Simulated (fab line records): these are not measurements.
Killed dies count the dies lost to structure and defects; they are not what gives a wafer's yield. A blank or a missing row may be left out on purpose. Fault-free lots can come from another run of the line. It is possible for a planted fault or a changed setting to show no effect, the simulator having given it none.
Matching of chambers    flow n5-finfet    3 sister chambers for N5_GATE_CUT_PECVD_57 on pecvd-03
The step deposits SiNx from SiH4/NH3/N2, target thk 21 nm. 6 wafers are shown with their chamber, then 7 later ones without.

## WAFERS PAIRED WITH THEIR CHAMBERS
wafer   chamber  throttle-valve-pct (%)  showerhead-plenum-p-Torr (Torr)
L085.3  0        41.9                    5.04
L085.4  2        38.8                    5.25
L086.3  0        41.7                    5.06
L089.5  2        38.9                    5.26
L090.2  1        39.7                    5.16
L090.5  1        39.7                    5.17

## WAFERS WITHOUT THEIR CHAMBER
wafer   throttle-valve-pct (%)  showerhead-plenum-p-Torr (Torr)
L090.6  41.8                    5.06
L096.2  39.2                    5.25
L096.4  41.4                    5.05
L096.5  39.6                    5.17
L097.1  39.2                    5.25
L097.2  40.0                    5.17
L097.5  39.0                    5.24

## CHAMBER TAKEN BY EACH
wafer   from the rows above  in truth
L090.6  0                    0
L096.2  2                    2
L096.4  0                    0
L096.5  1                    1
L097.1  2                    2
L097.2  1                    1
L097.5  2                    2
7 of 7 placed correctly. Number that these rows cannot place: 0. Number placed wrongly: 0.
How it was worked out, from the rows above alone: a wafer's distance from a chamber is the root of the sum, over the readings, of the square of ((its reading less the chamber's mean) divided by the reading's scatter). The wafer belongs to the nearest chamber; if the next one is less than 2 further off, it can't be placed. For every chamber, the mean is computed from those of its wafers that are shown. The scatter: the root of (the sum of the squares of (reading less its chamber's mean) over the shown wafers, divided by (wafers less chambers)).
